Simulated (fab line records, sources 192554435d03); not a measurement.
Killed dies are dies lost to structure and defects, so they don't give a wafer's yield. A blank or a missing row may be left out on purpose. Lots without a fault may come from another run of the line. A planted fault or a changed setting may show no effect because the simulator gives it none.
A struck lot beside a sound one | flow n5_finfet | 16 steps out of a route of 1938
Sound: wafers L831.1, L831.2, L831.5. Struck: wafers L833.1, L833.5, L833.6. The cause comes at the end.
At each step with rows: each side's tool, then ch and its chambers, then its first start. Under that, the readings that differ: sound wafers | struck wafers | difference of the means | sigmas: that difference in standard deviations of wafers without a fault.
alike: readings whose means differ by less than 2 such deviations, and words and numbers that are the same on both sides. not compared: withheld readings, readings that some wafer has no value for, bounds like >300 that may hide the same value, and numbers for which the record gives no deviation and whose values overlap.
The two part at a step that has a row with sigmas, a row that says differs or no value, or rows on one side only. Numbers that don't overlap but have no deviation are shown without sigmas and don't part them. A reading that every wafer of one side lacks parts them only if that side has two wafers or more.

N5_BEOL_M2_SPUTTER_92: material Cu, target thk 4.5 nm, time 8.29 s.
  sound on pvd_sputter-02, day 8 18:02; struck on pvd_sputter-01, day 9 01:21
  alike: throttle_valve_pct
then, 2 steps without rows for these wafers: N5_BEOL_M2_ANNEAL_93 (time 240 s); N5_BEOL_M2_SPUTTER_94 (material Cu, target thk 4.5 nm, time 8.29 s).
N5_BEOL_M2_ANNEAL_95: time 240 s.
  sound on pvd_sputter-02, day 8 18:20; struck on pvd_sputter-01, day 9 01:39
  alike: heater_power_w
N5_BEOL_M2_SPUTTER_96: material Cu, target thk 4.5 nm, time 8.29 s.
  sound on pvd_sputter-02, day 8 18:29; struck on pvd_sputter-01, day 9 01:47
  alike: throttle_valve_pct
then, 2 steps without rows for these wafers: N5_BEOL_M2_ECD_50 (material Cu, target thk 300 nm); N5_BEOL_M2_ANNEAL_51 (time 90 s).
N5_BEOL_M2_CMP_52: polishes, stops on SiOC, t overpolish 6.8 s, target thk 40 nm.
  sound on cmp-03 ch 0,1,3, day 8 19:16; struck on cmp-03 ch 0,1,2, day 9 02:22
  alike: barrier_field_endpoint_s, motor_current_A, overpolish_run_s, time_to_endpoint_s
N5_BEOL_M2_THK_MEAS_53: measures by xrf.
  sound on film_metro-01, day 8 19:32; struck on film_metro-02, day 9 02:35
  alike: M2_THK
then, 1 step without rows for these wafers: N5_BEOL_M2_PRE_CLEAN_60 (time 15 s).
N5_BEOL_M2_CO_CAP_55: material Co, precursor CCTBA/H2, target thk 2 nm, time 102.1 s.
  sound on cvd_co-01 ch 0,2, day 8 19:37; struck on cvd_co-01 ch 0,1,2, day 9 02:53
  alike: heater_power_w
  not compared: since_wet_clean_h
then, 1 step without rows for these wafers: N5_BEOL_M2_PRE_CLEAN_56 (time 15 s).
N5_BEOL_M2_DEP_57: deposits SiCN from 3MS/NH3, target thk 8 nm, time 14 s.
  sound on pecvd-04 ch 0,1, day 8 19:44; struck on pecvd-04 ch 1,2, day 9 02:59
  alike: showerhead_plenum_p_Torr, throttle_valve_pct
  not compared: since_wet_clean_h, model.SiCN_of_BEOL_M2_DEP_57.thk_nm
N5_BEOL_M2_RS_MEAS_58: measures by four-point-probe.
  sound on film_metro-02, day 8 19:47; struck on film_metro-02, day 9 03:04
  alike: M2_RS
N5_BEOL_M4_RC_MEAS_101:
  sound on prober-01 ch 0, day 10 00:03; struck on prober-02 ch 0, day 10 03:53
  alike: DIBL_N, DIBL_P, IOFF_N, IOFF_P, ION_N, ION_P, SS_N, SS_P, VT_N, VT_P
then, 1 step without rows for these wafers: N5_PASSIVATION_PROBE_49.

WHERE THEY PART
Nowhere in this record.

WHY: what the simulator had put in
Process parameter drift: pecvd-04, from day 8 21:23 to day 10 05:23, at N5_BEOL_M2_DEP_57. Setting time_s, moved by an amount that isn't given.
